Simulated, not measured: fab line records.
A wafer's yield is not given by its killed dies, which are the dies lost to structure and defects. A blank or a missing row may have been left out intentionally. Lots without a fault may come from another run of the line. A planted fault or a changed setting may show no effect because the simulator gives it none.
fab line records	flow nand_harc
[record] lots = 12	wafers = 36	last_day = 24
route steps=1159 shown P_CONTACT@218 END@1159
lots that met no fault: from a run of the same line without faults
start_h: hours from the record's opening day to when the first of the lot's shown wafers began	wait_h: hours since the lot's step before	" as in the row above	L1.1+2: a single row standing in for several wafers	- value missing, or start not given	* or withheld: withheld	< > ~ a bound
route shown NAME@n: names a module that has steps shown in the file, with the first one's number in the route	usual: mean/standard deviation taken from wafers without a fault	same: alike in all rows	chamber/n: place in a boat	sites: per-site readings	_std_site: standard deviation across them	_edge_site: outer sites' mean less inner sites'	radius_mm: for every site, how far away it sits from the centre of the wafer	mask NAME#n: copy n	behind: the tool/chamber that last shaped the wafer	hold: reason for holding the lot/hours on hold/outcome of the hold	device: whichever transistor did not switch (one of n, p or np)	end of line: the same wafers' tests at the end of the route	a step without rows: its recipe alone	killed: dies lost to structure and defects at the first sort, not the wafer's yield	map: the dies of a wafer, with x for killed, . for not killed, _ for no die there
set.NAME: the setting that was run; set.NAME@STEP: the one run at that earlier step	model.NAME: the simulator's own value behind a step, which no gauge read
steps of the route over a sample of lots; a table a step, a row a wafer
services: a tool's chamber out of use, with start hour (start_h, from the record's first day; less than 0 if before it), hours out, and reason
[[steps]]
[step NHARC_P_CONTACT_DEP_00]
[recipe] target_thk_a = 5000	temp_c = 400	pressure_torr = 6.5	rf_w = 900	teos_flow_sccm = 161.4	flow_sccm = 2650	target_thk_nm = 500	gas = O2	material = SiO2
[usual] heater_power_w = 556/93	mfc_precursor_sccm = 161.4/0.51	throttle_valve_pct = 15.8/0.52
lot.wafer	tool	chamber	start_h	wait_h	heater_power_w	mfc_precursor_sccm	throttle_valve_pct
L497.1	pecvd-01	0	-	-	466	161.7	15.8
L497.6	"	2	"	"	433	161.0	16.5
L497.4	"	1	"	"	554	162.2	16.4
L498.3	pecvd-04	0	-	-	687	162.3	15.3
L498.4	"	2	"	"	569	160.9	16.5
L498.6	"	0	"	"	730	161.8	15.0
L510.2	pecvd-03	1	-	-	641	162.0	16.0
L510.1	"	0	"	"	461	161.1	15.3
L510.4	"	0	"	"	504	161.7	15.2
L512.2	pecvd-03	2	-	-	459	161.4	15.6
L512.5	"	1	"	"	652	161.1	16.1
L512.4	"	2	"	"	487	161.2	15.4
L514.3	pecvd-03	2	-	-	441	161.5	15.9
L514.5	"	1	"	"	719	161.5	15.7
L514.6	"	2	"	"	464	161.4	15.3
L513.3	pecvd-04	0	-	-	565	160.8	15.3
L513.1	"	1	"	"	657	161.4	15.1
L513.5	"	0	"	"	608	161.7	15.1
L515.1	pecvd-04	1	-	-	657	161.1	15.0
L515.3	"	0	"	"	694	161.9	15.5
L515.4	"	0	"	"	541	161.8	15.1
L516.1	pecvd-01	2	-	-	446	161.1	16.3
L516.4	"	0	"	"	434	162.1	16.3
L516.6	"	1	"	"	570	160.7	16.7
L517.2	pecvd-01	1	-	-	544	161.0	16.5
L517.1	"	2	"	"	580	161.2	16.4
L517.5	"	0	"	"	407	161.6	16.2
L519.1	pecvd-01	2	-	-	435	161.1	16.5
L519.6	"	0	"	"	361	161.5	16.4
L519.4	"	1	"	"	530	162.4	16.8
L518.3	pecvd-04	1	-	-	586	161.1	15.1
L518.6	"	1	"	"	617	161.1	15.2
L518.5	"	2	"	"	500	161.9	16.0
L520.3	pecvd-03	0	-	-	485	161.6	15.5
L520.5	"	1	"	"	684	161.6	16.0
L520.4	"	2	"	"	508	160.9	15.6
[step NHARC_P_CONTACT_ETCH_36]
[recipe] target_depth_a = 2600	over_etch_frac = 0.25	time_s = 406.25	ion_energy_ev = 200	n2_flow_sccm = 150	h2_flow_sccm = 150	ar_flow_sccm = 0	rf_w = 400	bias_w = 150	chemistry = N2/H2
[usual] drypump_motor_current_A = 5.5/0.43	oes_product_au = 1.005/0.0094	rf_vpp_V = 428.8/2.8	showerhead_plenum_p_Torr = 1.98/0.098	throttle_valve_pct = 14.171/0.009
[same] time_s = 406.25
lot.wafer	tool	chamber	start_h	wait_h	drypump_motor_current_A	oes_product_au	rf_hours_counter_h	rf_vpp_V	showerhead_plenum_p_Torr	throttle_valve_pct
L497.1	rie_diel-02	2	-	-	5.5	1.015	12	426.1	1.91	14.161
L497.4	"	0	"	"	5.1	1.011	12	434.4	2.20	14.179
L497.6	"	2	"	"	5.5	1.009	-	427.7	1.91	14.154
L498.3	rie_diel-02	0	-	-	5.1	1.010	13	434.7	2.20	14.182
L498.4	"	3	"	"	5.1	0.998	13	426.5	1.90	14.170
L498.6	"	1	"	"	5.9	1.006	-	427.5	1.92	14.155
L510.1	rie_diel-13	2	-	-	6.0	1.006	9	427.8	1.94	14.160
L510.2	"	3	"	"	5.2	1.012	9	429.5	1.98	14.169
L510.4	"	2	"	"	6.0	1.003	-	427.3	1.94	14.178
L512.4	rie_diel-13	0	-	-	6.3	0.997	8	431.1	2.10	14.174
L512.2	"	2	"	"	6.0	1.004	11	428.9	1.94	14.155
L512.5	"	0	"	"	6.3	0.992	-	431.2	2.10	14.180
L514.3	rie_diel-02	1	-	-	6.0	1.011	5	426.7	1.92	14.178
L514.5	"	2	"	"	5.5	1.009	-	425.4	1.91	14.163
L514.6	"	3	"	"	5.1	1.017	-	427.1	1.90	14.162
L513.3	rie_diel-02	3	-	-	5.1	0.995	5	426.3	1.90	14.173
L513.1	"	2	"	"	5.5	1.001	5	427.8	1.91	14.168
L513.5	"	0	"	"	5.1	1.020	-	435.0	2.20	14.184
L515.3	rie_diel-13	2	-	-	6.0	0.995	14	429.6	1.94	14.167
L515.4	"	3	"	"	5.2	0.996	14	427.1	1.98	14.174
L515.1	"	0	"	"	6.3	1.004	10	431.0	2.09	14.170
L516.1	rie_diel-13	2	-	-	6.0	1.004	15	427.2	1.94	14.160
L516.4	"	3	"	"	5.2	0.992	15	427.6	1.97	14.180
L516.6	"	1	"	"	5.1	1.009	-	427.5	1.95	14.145
L517.1	rie_diel-02	0	-	-	5.1	1.018	8	436.3	2.19	14.173
L517.2	"	2	"	"	5.5	1.017	7	427.2	1.91	14.165
L517.5	"	0	"	"	5.1	1.027	-	435.5	2.19	14.181
L519.1	rie_diel-02	2	-	-	5.5	1.013	7	427.5	1.91	14.178
L519.4	"	0	"	"	5.1	1.016	8	434.4	2.20	14.172
L519.6	"	2	"	"	5.5	1.003	-	427.0	1.91	14.176
L518.3	rie_diel-02	1	-	-	5.9	1.006	8	426.8	1.92	14.165
L518.6	"	2	"	"	5.5	1.009	-	426.0	1.91	14.181
L518.5	"	3	"	"	5.1	0.997	-	425.5	1.90	14.190
L520.3	rie_diel-13	3	-	-	5.2	0.988	17	428.3	1.97	14.172
L520.4	"	2	"	"	6.0	0.991	16	427.9	1.94	14.154
L520.5	"	3	"	"	5.2	0.991	-	429.3	1.97	14.183
[step NHARC_P_CONTACT_DEGAS_38]
[recipe] temp_c = 300	time_s = 60
[usual] heater_power_w = 453/29
[same] time_s = 60
lot.wafer	tool	chamber	start_h	wait_h	heater_power_w
L497.1	pvd_sputter-02	-	108.51	-	445
L497.4	"	-	"	"	477
L497.6	"	-	"	"	443
L498.3	pvd_sputter-01	-	109.64	-	450
L498.4	"	-	"	"	534
L498.6	"	-	"	"	465
L510.1	pvd_sputter-03	-	191.36	-	471
L510.4	"	-	"	"	449
L510.2	"	-	"	"	445
L512.2	pvd_sputter-03	-	203.79	-	438
L512.4	"	-	"	"	455
L512.5	"	-	"	"	450
L514.3	pvd_sputter-02	-	209.92	-	449
L514.5	"	-	"	"	436
L514.6	"	-	"	"	459
L513.3	pvd_sputter-02	-	212.04	-	431
L513.1	"	-	"	"	436
L513.5	"	-	"	"	442
L515.3	pvd_sputter-03	-	219.01	-	447
L515.1	"	-	"	"	466
L515.4	"	-	"	"	439
L516.4	pvd_sputter-02	-	224.65	-	463
L516.1	"	-	"	"	465
L516.6	"	-	"	"	466
L517.1	pvd_sputter-02	-	232.13	-	475
L517.2	"	-	"	"	460
L517.5	"	-	"	"	434
L519.4	pvd_sputter-01	-	235.05	-	449
L519.1	"	-	"	"	402
L519.6	"	-	"	"	542
L518.3	pvd_sputter-03	-	237.94	-	445
L518.6	"	-	"	"	458
L518.5	"	-	"	"	443
L520.3	pvd_sputter-03	-	247.15	-	473
L520.4	"	-	"	"	449
L520.5	"	-	"	"	449
[step NHARC_P_CONTACT_CVD_23]
[recipe] target_thk_a = 2000	temp_c = 300	pressure_torr = 40	wf6_flow_sccm = 40	h2_flow_sccm = 1600	ar_flow_sccm = 1560	time_s = 557	material = W
[usual] heater_power_w = 443/42	throttle_valve_pct = 8.05/0.18
[same] time_s = 557
lot.wafer	tool	chamber	start_h	wait_h	heater_power_w	throttle_valve_pct
L497.1	cvd_w-02	1	109.04	-	466	7.82
L497.4	"	1	"	"	459	8.12
L497.6	"	0	"	"	423	8.22
L497.1	cvd_w-02	1	110.31	1.2	462	8.08
L497.4	"	1	"	"	461	8.19
L497.6	"	0	"	"	421	7.90
L498.3	cvd_w-02	0	110.40	-	430	8.04
L498.4	"	1	"	"	468	8.13
L498.6	"	0	"	"	406	8.19
L498.3	cvd_w-02	0	111.18	0.7	424	8.43
L498.4	"	1	"	"	466	7.90
L498.6	"	0	"	"	432	8.02
L510.2	cvd_w-02	1	195.64	-	460	7.95
L510.1	"	0	"	"	428	8.23
L510.4	"	0	"	"	413	8.38
L512.2	cvd_w-01	1	206.73	-	493	8.24
L512.4	"	0	"	"	381	7.97
L512.5	"	0	"	"	383	7.89
L514.3	cvd_w-02	0	214.81	-	415	8.17
L514.5	"	1	"	"	467	8.04
L514.6	"	0	"	"	420	8.38
L513.1	cvd_w-01	1	218.72	-	501	8.14
L513.3	"	1	"	"	506	8.09
L513.5	"	1	"	"	493	7.59
L515.1	cvd_w-02	0	220.79	-	431	8.28
L515.3	"	1	"	"	467	8.26
L515.4	"	0	"	"	422	8.17
L516.1	cvd_w-01	0	227.87	-	386	7.88
L516.4	"	1	"	"	505	8.04
L516.6	"	1	"	"	499	8.06
L517.2	cvd_w-01	1	237.83	-	507	8.21
L517.1	"	0	"	"	388	7.87
L517.5	"	1	"	"	506	8.04
L519.1	cvd_w-01	1	238.48	-	500	8.15
L519.4	"	0	"	"	372	7.78
L519.6	"	0	"	"	383	8.23
L518.3	cvd_w-01	0	239.11	-	382	7.97
L518.5	"	0	"	"	379	8.01
L518.6	"	1	"	"	489	8.19
L520.3	cvd_w-02	0	250.74	-	424	8.23
L520.4	"	1	"	"	478	8.05
L520.5	"	1	"	"	483	8.25
[step NHARC_P_CONTACT_CMP_24]
[recipe] t_overpolish_s = 30	target_thk_nm = 200
[usual] motor_current_A = 12.3/1	overpolish_run_s = 30.001/0.0091	time_to_endpoint_s = 39.8/2.6
lot.wafer	tool	chamber	start_h	wait_h	motor_current_A	overpolish_run_s	time_to_endpoint_s
L497.1	cmp-02	3	111.02	0.6	12.8	30.000	77.5
L497.4	"	2	"	"	12.3	29.996	85.1
L497.6	"	3	"	"	12.0	30.008	76.2
L498.3	cmp-02	3	111.72	0.4	12.4	29.992	81.3
L498.4	"	2	"	"	12.6	30.004	83.0
L498.6	"	0	"	"	11.6	30.004	79.8
L510.2	cmp-04	3	196.28	0.6	12.9	30.001	37.5
L510.4	"	0	"	"	11.5	30.009	37.5
L510.1	"	2	"	"	10.7	29.992	42.6
L512.4	cmp-04	3	207.31	0.4	12.5	30.002	37.9
L512.2	"	0	"	"	11.5	30.006	37.9
L512.5	"	3	"	"	13.2	30.002	40.3
L514.3	cmp-04	3	215.25	0.3	12.5	29.999	37.4
L514.5	"	1	"	"	10.3	30.003	35.4
L514.6	"	2	"	"	10.7	29.988	42.6
L513.3	cmp-03	3	219.42	0.4	13.3	30.002	39.3
L513.1	"	0	"	"	13.0	30.022	40.4
L513.5	"	2	"	"	13.2	30.008	39.3
L515.3	cmp-03	0	221.36	0.4	13.6	30.006	40.1
L515.1	"	1	"	"	12.8	30.004	33.9
L515.4	"	2	"	"	13.2	29.992	38.8
L516.4	cmp-03	0	228.53	0.3	13.1	29.982	43.6
L516.1	"	1	"	"	12.3	30.018	44.0
L516.6	"	1	"	"	12.2	29.993	44.2
L517.2	cmp-03	3	238.50	0.6	12.9	29.993	39.2
L517.1	"	0	"	"	13.0	30.009	41.2
L517.5	"	0	"	"	12.8	30.000	39.2
L519.1	cmp-02	0	239.06	0.5	11.6	29.998	39.7
L519.4	"	2	"	"	13.1	29.997	43.0
L519.6	"	1	"	"	10.1	29.993	42.5
L518.3	cmp-04	1	239.59	0.4	11.9	30.003	35.0
L518.6	"	1	"	"	11.0	29.994	33.8
L518.5	"	2	"	"	10.7	30.008	40.0
L520.3	cmp-03	3	251.20	0.4	13.3	30.002	37.5
L520.4	"	2	"	"	12.5	30.011	40.5
L520.5	"	3	"	"	12.8	29.982	40.1
[step NHARC_END_SORT_01]
[recipe] temp_c = 25
[usual] killed_at_array = 29/13	killed_at_other = 0.7/1	killed_at_periphery = 3.2/2.3	killed_dies = 33/13	killed_open = 3.3/1.7	killed_short = 2.0/1.5
[same] gross_dies = 677
lot.wafer	tool	chamber	start_h	wait_h	killed_at_array	killed_at_other	killed_at_periphery	killed_dies	killed_open	killed_short
L497.1	prober-02	0	438.24	2.5	21	0	1	22	3	0
L497.4	prober-02	0	440.64	3.4	18	0	5	23	5	1
// killed by level:class
L497.1 A_SLIT:chamber_film_flake=12 A_STAIRCASE:chamber_film_flake=3 A_CONTACT:geometric_particle:open=2 A_WL_FILL:chamber_film_flake=2 P_M0:geometric_particle:open=1 A_ZERO_WELL:chamber_film_flake=1 A_CONTACT:chamber_film_flake=1
L497.4 A_SLIT:chamber_film_flake=5 A_STAIRCASE:chamber_film_flake=3 A_WL_FILL:chamber_film_flake=3 P_GATE:chamber_film_flake=2 A_CHANNEL_HOLE_D1:chamber_film_flake=2 P_GATE:geometric_particle:open=1 P_CONTACT:geometric_particle:open=1 P_M0:geometric_particle:open=1
[[services]]
tool	chamber	start_h	hours	kind
rie_diel-13	-	99.00	9.0	pm
pvd_sputter-03	-	102.00	10.0	pm
cvd_w-02	-	103.23	0.5	repair
cmp-04	-	105.21	4.0	pm
pecvd-01	-	105.96	0.6	repair
rie_diel-02	0	108.44	6.3	repair
cmp-03	-	108.62	3.7	repair
pecvd-03	-	111.26	13.0	pm
cvd_w-01	-	112.56	13.0	pm
pvd_sputter-02	-	116.01	0.9	repair
pecvd-03	1	133.05	10.7	repair
rie_diel-13	1	144.74	23.0	repair
rie_diel-02	-	150.70	9.0	pm
rie_diel-13	0	152.25	13.6	repair
cmp-03	-	156.00	4.0	pm
rie_diel-13	0	183.16	9.0	repair
rie_diel-02	3	183.17	3.3	repair
cmp-03	-	189.27	3.6	repair
pecvd-04	-	195.00	13.0	pm
cmp-04	-	203.21	4.0	pm
rie_diel-13	-	231.00	0.4	repair
cvd_w-02	-	232.03	13.0	pm
pvd_sputter-02	-	236.27	5.2	repair
rie_diel-02	1	246.19	5.3	repair
[[key]]
[first_sign] step = NHARC_P_CONTACT_CVD_23	reading = visit	direction = added
[effect] step = NHARC_P_CONTACT_CMP_24	reading = time_to_endpoint_s	direction = up	sigmas = 15	usual = *	struck = *
met_at NHARC_P_CONTACT_CVD_23
struck_lots L497,L498
tester_left_out L497,L498
not_acting_at NHARC_P_CONTACT_DEP_00,NHARC_P_CONTACT_ETCH_36,NHARC_P_CONTACT_DEGAS_38
[fault] kind = repeated_step_whole	tool = cvd_w-01,cvd_w-02	chamber = -	onset_h = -	steps = NHARC_P_CONTACT_CVD_23	times = 1	scope = struck_lots_only
// tester_left_out: of these lots the tester's yield and bins aren't shown, on N5 and GAA mostly nor the transistor test; their killed dies are dies lost to structure and defects alone, not to doping, threshold or leakage, so they don't give the yield
